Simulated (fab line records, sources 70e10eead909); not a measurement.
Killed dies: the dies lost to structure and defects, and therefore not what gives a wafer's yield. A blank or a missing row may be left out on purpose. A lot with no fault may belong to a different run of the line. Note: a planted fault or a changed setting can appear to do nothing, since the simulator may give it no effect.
Matching of chambers + flow nand-harc + cmp-01 running NHARC_A_WL_FILL_CMP_12: 4 sister chambers
The step polishes, t overpolish 30 s, target thk 100 nm. 20 wafers are shown with their chamber, then 10 later ones without.

WAFERS, EACH WITH ITS CHAMBER
| wafer  | chamber | motor-current-A (A) | time-to-endpoint-s (s) | overpolish-run-s (s) |
|--------|---------|---------------------|------------------------|----------------------|
| L074.2 | 1       | 13.2                | 21.7                   | 29.995               |
| L074.5 | 3       | 11.4                | 17.9                   | 30.002               |
| L074.6 | 2       | 10.8                | 20.3                   | 30.001               |
| L076.2 | 0       | 12.0                | 21.5                   | 30.020               |
| L076.4 | 3       | 12.0                | 19.7                   | 29.984               |
| L076.5 | 3       | 12.2                | 21.2                   | 30.015               |
| L079.2 | 3       | 11.6                | 18.8                   | 29.984               |
| L079.4 | 2       | 11.2                | 20.7                   | 30.007               |
| L079.6 | 0       | 11.7                | 21.2                   | 29.990               |
| L084.3 | 0       | 11.8                | 21.1                   | 29.987               |
| L084.4 | 3       | 11.7                | 17.0                   | 29.983               |
| L084.5 | 2       | 11.1                | 21.0                   | 29.990               |
| L085.1 | 0       | 11.6                | 20.9                   | 29.987               |
| L085.2 | 2       | 11.2                | 20.7                   | 29.984               |
| L085.6 | 0       | 12.5                | 21.7                   | 30.014               |
| L087.3 | 0       | 11.2                | 16.9                   | 30.000               |
| L087.5 | 0       | 12.0                | 18.7                   | 30.005               |
| L087.6 | 1       | 11.9                | 17.6                   | 29.998               |
| L091.2 | 3       | 11.8                | 18.0                   | 30.000               |
| L091.4 | 2       | 11.1                | 19.7                   | 29.989               |

SIGNATURES (averages over the wafers above)
| reading            | chamber 0 | chamber 1 | chamber 2 | chamber 3 | scatter within a chamber |
|--------------------|-----------|-----------|-----------|-----------|--------------------------|
| motor-current-A    | 11.829    | 12.550    | 11.080    | 11.783    | 0.382                    |
| time-to-endpoint-s | 20.286    | 19.650    | 20.480    | 18.767    | 1.58                     |
| overpolish-run-s   | 30.00043  | 29.99650  | 29.99420  | 29.99467  | 0.0119                   |
Rule: a wafer lies at a distance from a chamber equal to the root of the sum of squares, over the readings, of (its reading less the chamber's mean, divided by the reading's scatter). If the next closest chamber is less than 2 further off than the closest, the wafer can't be placed; otherwise it belongs to the closest. The scatter: the root of (the sum of the squares of (reading less its chamber's mean) over the shown wafers, divided by (wafers less chambers)).

WAFERS WITHOUT THEIR CHAMBER
| wafer  | motor-current-A (A) | time-to-endpoint-s (s) | overpolish-run-s (s) |
|--------|---------------------|------------------------|----------------------|
| L091.5 | 12.3                | 18.8                   | 30.005               |
| L092.2 | 11.3                | 17.9                   | 29.995               |
| L092.5 | 12.0                | 18.7                   | 30.002               |
| L092.6 | 12.1                | 19.1                   | 29.993               |
| L095.2 | 10.4                | 22.0                   | 29.996               |
| L095.3 | 12.7                | 18.9                   | 29.999               |
| L095.6 | 11.2                | 20.9                   | 29.999               |
| L096.2 | 11.2                | 20.5                   | 30.003               |
| L096.3 | 11.7                | 20.1                   | 29.993               |
| L096.5 | 12.9                | 20.4                   | 29.993               |

THE CHAMBER EACH PASSED THROUGH
| wafer  | from the rows above               | in truth |
|--------|-----------------------------------|----------|
| L091.5 | can't be placed: 1 or 0 or 3      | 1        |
| L092.2 | can't be placed: 3 or 2 or 0      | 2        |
| L092.5 | can't be placed: 3 or 0 or 1 or 2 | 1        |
| L092.6 | can't be placed: 3 or 0 or 1 or 2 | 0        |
| L095.2 | can't be placed: 2 or 0           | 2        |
| L095.3 | can't be placed: 1 or 3 or 0      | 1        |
| L095.6 | can't be placed: 2 or 0 or 3      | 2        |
| L096.2 | can't be placed: 2 or 0 or 3      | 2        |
| L096.3 | can't be placed: 0 or 3 or 2 or 1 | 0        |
| L096.5 | can't be placed: 1 or 0           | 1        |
0 of 10 placed correctly. Can't be placed from these rows: 10 (the true chamber is among the candidates in 10). 0 placed wrongly.
